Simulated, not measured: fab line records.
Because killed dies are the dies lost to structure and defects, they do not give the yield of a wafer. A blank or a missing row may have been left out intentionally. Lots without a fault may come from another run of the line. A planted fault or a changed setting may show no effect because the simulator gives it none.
fab line records	flow n5-finfet
record lots=24	wafers=72	last-day=19
route steps=1938 shown BEOL_M9@1448 BEOL_M10@1488
lots with no fault: from the same line, run without faults
start-h: hours from the record's first day to the start of the lot's first wafer shown	wait-h: time in hours since the lot's previous step	" unchanged from the row above	L1.1+2: several wafers, shown together as one row	- no value, or no start was given	* or withheld: withheld	< > ~ a bound
route shown NAME@n: NAME is a module with steps in the file, n the number in the route of the first one	usual: mean and standard deviation over wafers with no fault	same: alike in all rows	chamber/n: place in a boat	sites: each site's reading	_std_site: standard deviation of those values	_edge_site: inner sites' mean taken away from outer sites' mean	radius-mm: for every site, how far away it sits from the centre of the wafer	mask NAME#n: copy n	behind: the last tool/chamber to shape the wafer	hold: the reason the lot was held/the length of the hold in hours/how it ended	device: which transistor (n, p or np) failed to switch	end of line: the route-end tests of the same wafers	a step with no rows: only its recipe	killed: count of dies lost to structure and defects at first sort (not the wafer's yield)	map: shows each die of a wafer: x if killed, . if not, _ if none is there
set.NAME: the setting as run; set.NAME@STEP: as run at that earlier step	model.NAME: the simulator's own value behind a step, which no gauge read
steps of the route over a sample of lots; a table a step, a row a wafer
services: a tool's chamber out of use, with start hour (start-h, from the record's first day; less than 0 if before it), hours out, and reason
## steps
# step N5_BEOL_M9_STRIP_80
# recipe chemistry=N2/H2	time-s=10	power-w=450	temp-c=40	pressure-mtorr=20	rf-frequency-hz=6e+07	bias-power-w=7	n2-flow-sccm=200	h2-flow-sccm=200
# usual drypump-motor-current-A=5.6/0.69	oes-product-au=0.78/0.093	rf-vpp-V=59.1/0.9	showerhead-plenum-p-Torr=2.55/0.094	temp-c=39.99/0.12	throttle-valve-pct=23.69/0.23
lot.wafer	tool	chamber	start-h	wait-h	drypump-motor-current-A	oes-product-au	rf-hours-counter-h	rf-vpp-V	showerhead-plenum-p-Torr	temp-c	throttle-valve-pct
L074.1	rie-diel-06	2	-	-	6.5	0.92	8	58.2	2.50	39.83	23.35
L074.3	"	0	"	"	6.4	0.82	75	60.7	2.68	40.21	23.21
L074.5	"	1	"	"	5.4	0.73	-	59.3	2.51	40.07	23.61
L076.3	rie-diel-01	3	-	-	4.7	0.68	236	59.5	2.50	39.98	23.97
L076.4	"	1	"	"	5.2	0.67	237	59.8	2.60	39.71	23.50
L076.6	"	1	"	"	5.2	0.67	-	58.8	2.60	40.00	23.49
L075.2	rie-diel-01	2	-	-	5.6	0.75	161	58.9	2.51	40.08	23.69
L075.4	"	3	"	"	4.8	0.69	236	58.9	2.50	39.92	23.97
L075.5	"	0	"	"	5.0	0.77	-	59.9	2.64	39.89	23.93
L077.2	rie-diel-05	1	-	-	6.7	0.72	174	60.6	2.42	40.06	23.86
L077.4	"	3	"	"	5.0	0.90	33	59.3	2.71	40.16	23.63
L077.5	"	0	"	"	6.7	0.68	-	58.8	2.39	39.85	24.03
L078.1	rie-diel-05	0	-	-	6.7	0.69	219	57.9	2.39	40.03	24.01
L078.3	"	2	"	"	5.3	0.70	219	58.1	2.61	39.90	23.65
L078.5	"	2	"	"	5.3	0.70	-	58.8	2.61	39.94	23.66
L079.1	rie-diel-01	1	-	-	5.2	0.67	242	58.3	2.60	39.94	23.51
L079.2	"	0	"	"	5.0	0.76	174	58.9	2.63	40.03	23.96
L079.6	"	1	"	"	5.2	0.67	-	59.4	2.60	39.87	23.49
L080.2	rie-diel-05	3	-	-	4.9	0.90	36	57.1	2.71	39.87	23.65
L080.3	"	1	"	"	6.7	0.71	177	59.8	2.41	39.95	23.85
L080.4	"	2	"	"	5.3	0.69	221	58.7	2.61	39.97	23.65
L082.2	rie-diel-01	3	-	-	4.7	0.68	242	60.2	2.50	40.06	23.97
L082.3	"	1	"	"	5.2	0.67	243	59.0	2.60	40.07	23.51
L082.4	"	2	"	"	5.6	0.74	166	58.7	2.51	40.01	23.69
L081.2	rie-diel-06	0	-	-	6.4	0.81	86	59.2	2.68	39.96	23.23
L081.3	"	1	"	"	5.4	0.71	201	57.7	2.51	40.01	23.65
L081.5	"	2	"	"	6.5	0.88	-	60.9	2.49	39.91	23.34
L083.1	rie-diel-06	3	-	-	5.5	0.72	188	57.3	2.52	39.95	23.82
L083.2	"	2	"	"	6.5	0.89	19	59.1	2.49	39.97	23.35
L083.4	"	1	"	"	5.4	0.72	201	58.6	2.50	39.92	23.64
L084.1	rie-diel-06	2	-	-	6.5	0.88	22	58.0	2.49	40.14	23.36
L084.2	"	0	"	"	6.4	0.81	89	58.8	2.67	39.69	23.23
L084.4	"	3	"	"	5.5	0.72	191	59.0	2.52	39.80	23.85
L088.2	rie-diel-01	3	-	-	4.7	0.95	7	60.0	2.49	40.03	23.62
L088.3	"	0	"	"	5.0	0.74	203	58.2	2.62	40.05	23.98
L088.5	"	2	"	"	5.5	0.73	-	57.6	2.50	40.08	23.72
L095.2	rie-diel-01	0	-	-	5.0	0.73	206	59.6	2.62	40.04	23.99
L095.5	"	0	"	"	5.0	0.74	-	58.5	2.62	40.03	23.97
L095.6	"	1	"	"	5.2	0.93	-	60.2	2.59	40.14	23.36
L094.3	rie-diel-01	3	-	-	4.7	0.94	11	60.9	2.49	40.09	23.60
L094.4	"	0	"	"	5.0	0.74	206	59.2	2.62	40.04	24.00
L094.5	"	1	"	"	5.2	0.93	-	58.8	2.59	39.93	23.39
L090.1	rie-diel-05	1	-	-	6.7	0.70	200	60.2	2.40	39.89	23.89
L090.3	"	0	"	"	6.7	0.67	245	59.2	2.38	39.92	24.05
L090.6	"	2	"	"	5.3	0.68	-	58.2	2.60	39.94	23.69
L085.2	rie-diel-05	0	-	-	6.7	0.67	246	58.5	2.38	39.90	24.03
L085.4	"	1	"	"	6.7	0.70	201	58.6	2.40	40.00	23.89
L085.6	"	2	"	"	5.3	0.68	-	60.2	2.60	39.98	23.67
L089.3	rie-diel-01	1	-	-	5.2	0.92	18	59.0	2.59	40.19	23.38
L089.5	"	0	"	"	5.0	0.74	-	58.9	2.62	40.09	23.98
L089.6	"	1	"	"	5.2	0.92	-	59.0	2.59	40.04	23.38
L092.2	rie-diel-06	2	-	-	6.5	0.83	49	59.9	2.48	40.15	23.38
L092.4	"	1	"	"	5.4	0.69	-	59.4	2.49	39.77	23.66
L092.6	"	0	"	"	6.4	0.79	-	61.0	2.66	39.90	23.27
L091.1	rie-diel-05	1	-	-	6.7	0.69	206	58.7	2.40	40.07	23.91
L091.2	"	3	"	"	4.9	0.86	63	58.8	2.70	39.90	23.68
L091.3	"	2	"	"	5.3	0.68	248	58.8	2.60	39.95	23.69
L093.2	rie-diel-06	0	-	-	6.4	0.79	122	59.0	2.66	40.25	23.27
L093.3	"	1	"	"	5.4	0.69	237	59.9	2.49	39.88	23.66
L093.6	"	1	"	"	5.4	0.68	-	59.1	2.49	39.91	23.67
L087.1	rie-diel-01	1	-	-	5.2	0.90	26	59.6	2.58	40.18	23.38
L087.2	"	2	"	"	5.6	0.72	210	58.1	2.49	40.00	23.74
L087.3	"	3	"	"	4.7	0.92	22	58.9	2.48	39.91	23.62
L096.1	rie-diel-05	3	-	-	4.9	0.84	69	59.8	2.70	40.31	23.68
L096.4	"	3	"	"	4.9	0.84	-	59.9	2.70	40.17	23.70
L096.5	"	2	"	"	5.3	0.68	-	60.5	2.60	39.90	23.70
L086.3	rie-diel-01	2	-	-	5.5	0.71	214	59.5	2.49	39.76	23.75
L086.4	"	1	"	"	5.2	0.90	30	59.6	2.58	40.12	23.39
L086.5	"	3	"	"	4.8	0.91	-	59.7	2.48	39.90	23.64
L097.1	rie-diel-05	1	-	-	6.7	0.70	210	57.4	2.40	40.12	23.89
L097.3	"	0	"	"	6.7	0.95	3	61.7	2.69	40.05	23.96
L097.6	"	0	"	"	6.7	0.95	-	58.5	2.69	40.06	23.97
# step N5_BEOL_M9_OCD_MEAS_38
# usual trench-depth-nm=150.9/2.7
lot.wafer	tool	chamber	start-h	wait-h	trench-depth-nm
L074.1	ocd-01	-	203.68	-	155.1
L074.3	"	-	"	"	152.2
L074.5	"	-	"	"	149.7
L076.3	ocd-02	-	212.55	-	150.5
L076.4	"	-	"	"	152.1
L076.6	"	-	"	"	150.7
L075.2	ocd-01	-	213.19	-	146.8
L075.4	"	-	"	"	150.4
L075.5	"	-	"	"	151.1
L077.2	ocd-02	-	219.20	-	147.8
L077.4	"	-	"	"	152.5
L077.5	"	-	"	"	152.4
L078.1	ocd-01	-	221.27	-	152.7
L078.3	"	-	"	"	148.8
L078.5	"	-	"	"	147.5
L079.1	ocd-02	-	226.23	-	152.1
L079.2	"	-	"	"	151.7
L079.6	"	-	"	"	150.5
L080.2	ocd-02	-	228.70	-	153.6
L080.3	"	-	"	"	149.2
L080.4	"	-	"	"	150.1
L082.2	ocd-02	-	231.37	-	150.6
L082.3	"	-	"	"	151.9
L082.4	"	-	"	"	149.9
L081.2	ocd-01	-	236.79	-	152.6
L081.3	"	-	"	"	148.2
L081.5	"	-	"	"	153.9
L083.1	ocd-02	-	238.25	-	151.3
L083.2	"	-	"	"	151.9
L083.4	"	-	"	"	147.3
L084.1	ocd-02	-	244.70	-	151.8
L084.2	"	-	"	"	150.7
L084.4	"	-	"	"	151.4
L088.2	ocd-01	-	324.10	-	152.6
L088.3	"	-	"	"	151.3
L088.5	"	-	"	"	146.9
L095.2	ocd-01	-	335.38	-	152.5
L095.5	"	-	"	"	151.6
L095.6	"	-	"	"	156.3
L094.3	ocd-02	-	335.87	-	152.3
L094.4	"	-	"	"	152.0
L094.5	"	-	"	"	157.8
L090.1	ocd-01	-	335.97	-	145.4
L090.3	"	-	"	"	153.0
L090.6	"	-	"	"	148.6
L085.2	ocd-01	-	337.86	-	155.0
L085.4	"	-	"	"	148.5
L085.6	"	-	"	"	150.7
L089.3	ocd-01	-	347.77	-	156.5
L089.5	"	-	"	"	151.3
L089.6	"	-	"	"	156.8
L092.2	ocd-02	-	352.37	-	153.7
L092.4	"	-	"	"	146.3
L092.6	"	-	"	"	149.3
L091.1	ocd-02	-	356.82	-	145.0
L091.2	"	-	"	"	150.5
L091.3	"	-	"	"	148.5
L093.2	ocd-01	-	369.29	-	150.5
L093.3	"	-	"	"	145.5
L093.6	"	-	"	"	145.6
L087.1	ocd-01	-	369.73	-	154.2
L087.2	"	-	"	"	148.1
L087.3	"	-	"	"	153.8
L096.1	ocd-02	-	374.04	-	148.4
L096.4	"	-	"	"	148.1
L096.5	"	-	"	"	146.9
L086.3	ocd-02	-	379.66	-	148.3
L086.4	"	-	"	"	156.9
L086.5	"	-	"	"	150.9
L097.1	ocd-01	-	379.80	-	146.0
L097.3	"	-	"	"	156.0
L097.6	"	-	"	"	155.6
# step N5_BEOL_M9_CD_MEAS_35
# recipe target-cd-nm=70	target-cd-y-nm=40	polarity=opening
# usual cd-nm=69.8/0.62
lot.wafer	tool	chamber	start-h	wait-h	cd-nm
L074.1	cd-sem-01	-	203.83	0.0	69.1
L074.3	"	-	"	"	69.5
L074.5	"	-	"	"	68.9
L076.3	cd-sem-02	-	212.72	0.0	70.0
L076.4	"	-	"	"	70.6
L076.6	"	-	"	"	70.9
L075.2	cd-sem-03	-	213.35	0.0	70.4
L075.4	"	-	"	"	70.2
L075.5	"	-	"	"	69.9
L077.2	cd-sem-01	-	219.36	0.0	69.7
L077.4	"	-	"	"	69.2
L077.5	"	-	"	"	69.7
L078.1	cd-sem-03	-	221.44	0.0	70.2
L078.3	"	-	"	"	69.9
L078.5	"	-	"	"	70.9
L079.1	cd-sem-02	-	226.39	0.0	70.8
L079.2	"	-	"	"	69.5
L079.6	"	-	"	"	70.1
L080.2	cd-sem-01	-	228.85	0.0	69.6
L080.3	"	-	"	"	70.0
L080.4	"	-	"	"	70.1
L082.2	cd-sem-02	-	231.52	0.0	71.8
L082.3	"	-	"	"	70.6
L082.4	"	-	"	"	70.9
L081.2	cd-sem-01	-	236.95	0.0	68.4
L081.3	"	-	"	"	68.5
L081.5	"	-	"	"	68.8
L083.1	cd-sem-02	-	238.41	0.0	70.5
L083.2	"	-	"	"	70.6
L083.4	"	-	"	"	70.6
L084.1	cd-sem-02	-	244.86	0.0	69.6
L084.2	"	-	"	"	69.4
L084.4	"	-	"	"	69.6
L088.2	cd-sem-01	-	324.26	0.0	70.0
L088.3	"	-	"	"	70.1
L088.5	"	-	"	"	69.5
L095.2	cd-sem-01	-	335.53	0.0	69.8
L095.5	"	-	"	"	70.5
L095.6	"	-	"	"	69.2
L094.3	cd-sem-01	-	336.03	0.0	70.0
L094.4	"	-	"	"	69.9
L094.5	"	-	"	"	69.8
L090.1	cd-sem-01	-	336.12	0.0	69.8
L090.3	"	-	"	"	69.8
L090.6	"	-	"	"	69.3
L085.2	cd-sem-02	-	338.01	0.0	69.4
L085.4	"	-	"	"	69.3
L085.6	"	-	"	"	69.8
L089.3	cd-sem-02	-	347.93	0.0	70.2
L089.5	"	-	"	"	70.4
L089.6	"	-	"	"	69.0
L092.2	cd-sem-03	-	352.52	0.0	69.6
L092.4	"	-	"	"	68.5
L092.6	"	-	"	"	69.9
L091.1	cd-sem-01	-	356.98	0.0	70.0
L091.2	"	-	"	"	69.7
L091.3	"	-	"	"	69.2
L093.2	cd-sem-01	-	369.45	0.0	69.4
L093.3	"	-	"	"	69.3
L093.6	"	-	"	"	68.2
L087.1	cd-sem-02	-	369.88	0.0	70.6
L087.2	"	-	"	"	69.7
L087.3	"	-	"	"	70.2
L096.1	cd-sem-03	-	374.19	0.0	69.5
L096.4	"	-	"	"	69.4
L096.5	"	-	"	"	70.3
L086.3	cd-sem-01	-	379.81	0.0	69.9
L086.4	"	-	"	"	70.4
L086.5	"	-	"	"	70.4
L097.1	cd-sem-01	-	379.95	0.0	70.5
L097.3	"	-	"	"	71.0
L097.6	"	-	"	"	70.5
# step N5_BEOL_M9_SPUTTER_48
# recipe material=Cu	target-thk-a=120	temp-c=-20	bias-v=60	power-w=26000	chamber-pressure-pa=0.13	time-s=2
# usual susceptor-temp-C=-20.00/0.11	throttle-valve-pct=29.8/0.98
lot.wafer	tool	chamber	start-h	wait-h	susceptor-temp-C	throttle-valve-pct
L074.1	pvd-sputter-01	-	205.79	0.8	-19.76	30.1
L074.3	"	-	"	"	-20.00	30.3
L074.5	"	-	"	"	-19.92	29.9
L076.3	pvd-sputter-02	-	213.78	0.1	-19.94	30.6
L076.4	"	-	"	"	-20.21	29.0
L076.6	"	-	"	"	-20.28	28.3
L075.2	pvd-sputter-01	-	214.68	0.1	-19.98	31.4
L075.4	"	-	"	"	-20.06	30.3
L075.5	"	-	"	"	-20.09	31.5
L077.2	pvd-sputter-01	-	220.38	0.1	-19.85	31.1
L077.4	"	-	"	"	-19.91	30.0
L077.5	"	-	"	"	-19.89	30.4
L078.1	pvd-sputter-01	-	222.59	0.1	-19.93	30.1
L078.3	"	-	"	"	-19.89	29.9
L078.5	"	-	"	"	-20.03	30.3
L079.1	pvd-sputter-02	-	227.30	0.1	-19.93	29.1
L079.2	"	-	"	"	-20.19	30.9
L079.6	"	-	"	"	-19.93	29.0
L080.2	pvd-sputter-02	-	229.81	0.1	-19.84	28.2
L080.3	"	-	"	"	-20.06	28.9
L080.4	"	-	"	"	-20.12	29.3
L082.2	pvd-sputter-01	-	232.48	0.1	-20.05	29.8
L082.3	"	-	"	"	-19.91	30.2
L082.4	"	-	"	"	-19.81	31.5
L081.2	pvd-sputter-02	-	238.17	0.1	-19.93	29.2
L081.3	"	-	"	"	-20.15	29.3
L081.5	"	-	"	"	-19.95	28.6
L083.1	pvd-sputter-02	-	239.34	0.1	-19.87	30.7
L083.2	"	-	"	"	-20.00	29.3
L083.4	"	-	"	"	-20.07	28.9
L084.1	pvd-sputter-01	-	245.89	0.1	-19.97	30.2
L084.2	"	-	"	"	-19.89	30.6
L084.4	"	-	"	"	-20.14	30.3
L088.2	pvd-sputter-01	-	325.27	0.1	-20.01	30.1
L088.3	"	-	"	"	-19.95	30.3
L088.5	"	-	"	"	-20.00	30.2
L095.2	pvd-sputter-03	-	337.83	0.9	-20.18	31.0
L095.5	"	-	"	"	-19.73	28.7
L095.6	"	-	"	"	-20.09	28.1
L094.3	pvd-sputter-01	-	338.75	0.1	-20.28	31.4
L094.4	"	-	"	"	-20.08	30.0
L094.5	"	-	"	"	-20.03	30.2
L090.1	pvd-sputter-02	-	338.87	0.1	-19.91	28.9
L090.3	"	-	"	"	-20.04	28.4
L090.6	"	-	"	"	-19.81	28.9
L085.2	pvd-sputter-01	-	339.54	0.1	-20.00	29.9
L085.4	"	-	"	"	-19.90	30.5
L085.6	"	-	"	"	-19.85	30.3
L089.3	pvd-sputter-02	-	349.19	0.2	-20.08	30.3
L089.5	"	-	"	"	-20.15	28.2
L089.6	"	-	"	"	-19.90	29.3
L092.2	pvd-sputter-03	-	354.07	0.1	-19.98	29.0
L092.4	"	-	"	"	-20.11	31.4
L092.6	"	-	"	"	-19.82	31.0
L091.1	pvd-sputter-03	-	358.20	0.3	-20.04	28.2
L091.2	"	-	"	"	-19.87	28.9
L091.3	"	-	"	"	-19.86	31.2
L093.2	pvd-sputter-02	-	370.89	0.1	-20.21	28.2
L093.3	"	-	"	"	-20.04	30.6
L093.6	"	-	"	"	-20.07	30.6
L087.1	pvd-sputter-02	-	371.23	0.2	-20.00	28.3
L087.2	"	-	"	"	-20.19	28.7
L087.3	"	-	"	"	-20.01	29.0
L096.1	pvd-sputter-02	-	375.28	0.1	-19.90	30.5
L096.4	"	-	"	"	-20.09	29.0
L096.5	"	-	"	"	-20.04	29.0
L086.3	pvd-sputter-02	-	381.28	0.2	-20.12	30.6
L086.4	"	-	"	"	-19.92	28.4
L086.5	"	-	"	"	-20.17	29.1
L097.1	pvd-sputter-02	-	381.76	0.1	-19.94	30.4
L097.3	"	-	"	"	-20.10	29.3
L097.6	"	-	"	"	-20.00	30.8
# step N5_BEOL_M10_ETCH_62
# recipe chemistry=N2/H2	target=SOC	target-depth-a=1100	overetch-a=220	mask-material=SiARC	temp-c=40	time-s=165	ion-energy-ev=200	pressure-mtorr=30	source-w=840	bias-w=150	n2-flow-sccm=200	h2-flow-sccm=200
# usual bias-w=150.0/0.41	drypump-motor-current-A=5.9/0.44	oes-product-au=0.70/0.064	rf-vpp-V=524.5/2.8	showerhead-plenum-p-Torr=2.57/0.099	temp-c=40.01/0.12	throttle-valve-pct=17.79/0.21
lot.wafer	tool	chamber	start-h	wait-h	bias-w	drypump-motor-current-A	oes-product-au	rf-hours-counter-h	rf-vpp-V	showerhead-plenum-p-Torr	temp-c	throttle-valve-pct
L074.1	rie-diel-03	3	209.30	0.0	150.3	5.4	0.71	58	527.2	2.70	40.20	17.60
L074.3	"	0	"	"	150.6	5.7	0.59	250	519.8	2.38	40.08	18.02
L074.5	"	2	"	"	150.0	5.1	0.60	-	522.5	2.53	40.13	18.08
L076.3	rie-diel-02	0	216.60	0.0	150.1	6.4	0.60	201	520.0	2.42	40.25	18.09
L076.4	"	3	"	"	149.6	6.4	0.74	52	525.0	2.60	40.08	17.96
L076.6	"	0	"	"	150.8	6.4	0.60	-	518.9	2.42	40.15	18.09
L075.2	rie-diel-04	0	217.79	0.0	150.4	6.3	0.77	24	522.2	2.48	39.97	17.41
L075.4	"	2	"	"	150.5	6.3	0.61	215	519.3	2.41	40.03	18.24
L075.5	"	2	"	"	150.2	6.3	0.60	-	520.3	2.41	40.00	18.20
L077.2	rie-diel-04	1	223.29	0.0	149.5	6.3	0.73	56	525.8	2.58	39.85	17.75
L077.4	"	3	"	"	150.5	5.3	0.72	46	522.9	2.47	39.90	17.42
L077.5	"	3	"	"	149.9	5.3	0.73	-	520.8	2.47	40.12	17.40
L078.1	rie-diel-02	0	225.07	0.0	149.3	6.4	0.60	205	521.1	2.42	40.15	18.08
L078.3	"	3	"	"	150.1	6.3	0.73	56	524.2	2.60	40.00	17.94
L078.5	"	0	"	"	149.9	6.4	0.60	-	520.0	2.42	40.11	18.09
L079.1	rie-diel-03	2	230.02	0.0	150.0	5.1	0.60	221	522.8	2.53	39.90	18.08
L079.2	"	1	"	"	149.4	5.9	0.70	78	525.9	2.56	40.09	17.89
L079.6	"	2	"	"	149.8	5.1	0.60	-	521.7	2.53	39.97	18.10
L080.2	rie-diel-03	1	232.33	0.0	150.0	5.9	0.70	79	525.2	2.56	40.11	17.90
L080.3	"	3	"	"	150.4	5.4	0.69	69	527.5	2.69	39.97	17.61
L080.4	"	3	"	"	150.0	5.4	0.69	-	528.2	2.69	39.93	17.61
L082.2	rie-diel-02	1	235.79	0.0	150.2	6.2	0.73	33	528.9	2.71	40.01	17.65
L082.3	"	3	"	"	149.6	6.3	0.74	60	525.7	2.60	40.13	17.95
L082.4	"	2	"	"	149.1	6.0	0.65	154	526.6	2.64	39.99	17.70
L081.2	rie-diel-02	3	240.55	0.0	149.3	6.4	0.72	61	523.8	2.59	39.88	17.95
L081.3	"	2	"	"	150.2	6.0	0.64	155	527.5	2.64	39.84	17.69
L081.5	"	2	"	"	150.1	6.0	0.65	-	527.3	2.64	40.00	17.70
L083.1	rie-diel-02	0	241.96	0.0	149.8	6.4	0.60	211	520.5	2.42	40.20	18.11
L083.2	"	3	"	"	150.2	6.3	0.72	62	525.5	2.59	39.74	17.95
L083.4	"	2	"	"	149.7	6.0	0.64	155	527.0	2.64	40.15	17.71
L084.1	rie-diel-03	2	248.81	0.0	150.8	5.1	0.60	229	522.8	2.53	40.29	18.09
L084.2	"	3	"	"	149.9	5.4	0.69	76	526.8	2.69	40.20	17.62
L084.4	"	3	"	"	149.0	5.4	0.69	-	526.5	2.69	39.96	17.63
L088.2	rie-diel-04	0	329.39	0.0	149.9	6.3	0.73	55	523.0	2.47	40.02	17.48
L088.3	"	1	"	"	149.4	6.3	0.70	87	524.4	2.57	39.89	17.81
L088.5	"	3	"	"	149.6	5.3	0.69	-	521.4	2.46	40.01	17.47
L095.2	rie-diel-02	0	342.97	0.0	149.6	6.4	0.58	242	519.5	2.41	40.14	18.16
L095.5	"	2	"	"	149.7	6.0	0.62	-	527.4	2.63	40.17	17.76
L095.6	"	3	"	"	149.4	6.4	0.69	-	522.8	2.58	40.08	18.01
L094.3	rie-diel-03	1	343.31	0.0	150.1	5.9	0.66	115	525.4	2.54	40.13	17.95
L094.4	"	0	"	"	150.0	5.7	0.78	27	527.9	2.69	39.89	17.64
L094.5	"	1	"	"	150.5	5.9	0.67	-	522.1	2.54	40.35	17.96
L090.1	rie-diel-02	1	343.56	0.0	149.6	6.2	0.70	66	528.9	2.70	40.01	17.69
L090.3	"	0	"	"	150.5	6.4	0.58	243	520.3	2.41	40.04	18.17
L090.6	"	2	"	"	149.9	6.0	0.62	-	525.9	2.63	40.09	17.74
L085.2	rie-diel-03	3	343.66	0.0	149.5	5.4	0.66	104	526.7	2.68	40.08	17.65
L085.4	"	2	"	"	150.8	5.1	0.82	2	521.3	2.52	40.04	17.76
L085.6	"	2	"	"	150.6	5.1	0.82	-	522.3	2.52	40.03	17.74
L089.3	rie-diel-03	3	353.46	0.0	149.3	5.4	0.66	107	527.0	2.67	40.07	17.67
L089.5	"	2	"	"	150.1	5.1	0.79	-	523.3	2.52	40.03	17.76
L089.6	"	3	"	"	150.7	5.4	0.67	-	528.0	2.67	40.12	17.67
L092.2	rie-diel-03	1	357.87	0.0	149.7	5.9	0.66	120	524.1	2.54	40.08	17.98
L092.4	"	0	"	"	150.8	5.7	0.77	32	527.5	2.68	40.16	17.64
L092.6	"	0	"	"	150.0	5.7	0.77	-	528.5	2.68	40.07	17.66
L091.1	rie-diel-04	3	361.44	0.0	149.0	5.3	0.68	87	522.0	2.46	39.97	17.48
L091.2	"	1	"	"	150.2	6.3	0.70	98	524.5	2.56	40.06	17.84
L091.3	"	2	"	"	149.6	6.3	0.82	2	528.7	2.71	39.76	17.88
L093.2	rie-diel-04	0	374.59	0.0	149.7	6.3	0.71	71	521.7	2.46	39.91	17.51
L093.3	"	1	"	"	149.8	6.3	0.69	102	524.5	2.56	39.93	17.84
L093.6	"	2	"	"	150.0	6.3	0.81	-	527.8	2.71	40.11	17.90
L087.1	rie-diel-03	1	374.83	0.0	150.1	5.9	0.65	126	523.8	2.54	40.01	17.96
L087.2	"	0	"	"	149.7	5.7	0.76	38	527.9	2.68	40.06	17.68
L087.3	"	3	"	"	150.3	5.4	0.66	115	526.9	2.67	40.16	17.68
L096.1	rie-diel-04	2	378.21	0.0	149.9	6.3	0.79	7	527.5	2.71	39.88	17.90
L096.4	"	1	"	"	150.0	6.3	0.69	104	522.9	2.56	39.72	17.84
L096.5	"	0	"	"	150.1	6.3	0.71	-	521.0	2.46	39.99	17.50
L086.3	rie-diel-02	3	386.54	0.0	150.2	6.4	0.68	114	523.1	2.57	40.03	18.03
L086.4	"	1	"	"	150.3	6.2	0.68	84	528.3	2.69	39.89	17.71
L086.5	"	0	"	"	149.9	6.4	0.83	-	519.3	2.40	40.04	17.79
L097.1	rie-diel-04	2	386.65	0.0	150.1	6.3	0.80	8	527.7	2.71	40.00	17.91
L097.3	"	0	"	"	150.6	6.3	0.71	75	522.2	2.46	39.89	17.51
L097.6	"	3	"	"	150.4	5.3	0.68	-	521.1	2.45	40.08	17.51
# step N5_BEOL_M10_CD_MEAS_28
# recipe target-cd-nm=70	landing-energy-ev=500	detector=se-inlens	polarity=opening
# usual cd-nm=70.0/1.1
lot.wafer	tool	chamber	start-h	wait-h	cd-nm
L074.1	cd-sem-02	0	210.19	-	69.8
L074.3	"	0	"	"	69.8
L074.5	"	0	"	"	69.1
L076.3	cd-sem-01	0	217.39	-	70.3
L076.4	"	0	"	"	69.7
L076.6	"	0	"	"	68.4
L075.2	cd-sem-02	0	218.57	-	70.9
L075.4	"	0	"	"	70.8
L075.5	"	0	"	"	70.7
L077.2	cd-sem-01	0	223.95	-	69.6
L077.4	"	0	"	"	70.2
L077.5	"	0	"	"	70.0
L078.1	cd-sem-02	0	226.28	-	69.0
L078.3	"	0	"	"	71.4
L078.5	"	0	"	"	71.5
L079.1	cd-sem-02	0	230.89	-	71.1
L079.2	"	0	"	"	71.8
L079.6	"	0	"	"	70.6
L080.2	cd-sem-01	0	233.11	-	70.1
L080.3	"	0	"	"	69.8
L080.4	"	0	"	"	69.5
L082.2	cd-sem-01	0	236.57	-	69.8
L082.3	"	0	"	"	68.4
L082.4	"	0	"	"	69.4
L081.2	cd-sem-02	0	241.42	-	71.5
L081.3	"	0	"	"	70.9
L081.5	"	0	"	"	71.4
L083.1	cd-sem-02	0	242.83	-	67.9
L083.2	"	0	"	"	68.8
L083.4	"	0	"	"	68.9
L084.1	cd-sem-02	0	249.49	-	69.6
L084.2	"	0	"	"	69.6
L084.4	"	0	"	"	69.7
L088.2	cd-sem-03	0	330.17	-	69.2
L088.3	"	0	"	"	70.0
L088.5	"	0	"	"	70.5
L095.2	cd-sem-02	0	343.75	-	72.0
L095.5	"	0	"	"	71.1
L095.6	"	0	"	"	71.5
L094.3	cd-sem-03	0	344.07	-	69.2
L094.4	"	0	"	"	69.4
L094.5	"	0	"	"	69.5
L090.1	cd-sem-01	0	344.39	-	71.3
L090.3	"	0	"	"	72.0
L090.6	"	0	"	"	71.2
L085.2	cd-sem-03	0	344.56	-	71.4
L085.4	"	0	"	"	69.1
L085.6	"	0	"	"	71.4
L089.3	cd-sem-01	0	356.32	-	70.4
L089.5	"	0	"	"	70.8
L089.6	"	0	"	"	71.1
L092.2	cd-sem-02	0	359.28	-	67.9
L092.4	"	0	"	"	69.6
L092.6	"	0	"	"	69.8
L091.1	cd-sem-02	0	365.03	-	68.5
L091.2	"	0	"	"	68.0
L091.3	"	0	"	"	68.0
L093.2	cd-sem-01	0	376.85	-	69.4
L093.3	"	0	"	"	69.8
L093.6	"	0	"	"	70.2
L087.1	cd-sem-02	0	377.02	-	70.4
L087.2	"	0	"	"	70.7
L087.3	"	0	"	"	71.3
L096.1	cd-sem-03	0	379.08	-	70.9
L096.4	"	0	"	"	71.2
L096.5	"	0	"	"	69.5
L086.3	cd-sem-03	0	388.93	-	68.5
L086.4	"	0	"	"	68.8
L086.5	"	0	"	"	69.4
L097.1	cd-sem-03	0	389.10	-	67.4
L097.3	"	0	"	"	68.2
L097.6	"	0	"	"	69.2
## services
tool	chamber	start-h	hours	kind
rie-diel-04	-	181.13	14.6	pm
rie-diel-03	-	246.82	1.1	repair
rie-diel-01	1	249.23	-	clean
rie-diel-01	1	249.23	-	consumable-replace:focus-ring
rie-diel-01	1	249.23	20.2	scheduled-down
rie-diel-01	1	249.23	20.2	vent-cycle
rie-diel-04	0	253.23	8.6	repair
rie-diel-05	-	253.99	4.3	pm
rie-diel-01	3	269.48	-	clean
pvd-sputter-01	-	273.00	6.9	repair
rie-diel-04	-	273.54	1.3	repair
rie-diel-05	-	284.08	2.4	repair
rie-diel-01	1	294.48	7.1	repair
pvd-sputter-01	-	303.61	2.6	repair
rie-diel-05	-	320.91	14.6	pm
pvd-sputter-01	-	340.71	0.5	repair
rie-diel-05	0	348.78	2.5	repair
rie-diel-06	3	349.43	8.6	repair
pvd-sputter-01	-	361.77	2.6	repair
rie-diel-01	0	362.90	12.3	repair
rie-diel-05	1	368.33	8.1	repair
rie-diel-03	3	380.63	2.6	repair
rie-diel-04	2	381.35	3.7	repair
pvd-sputter-03	-	381.99	4.0	repair
## key
fault none
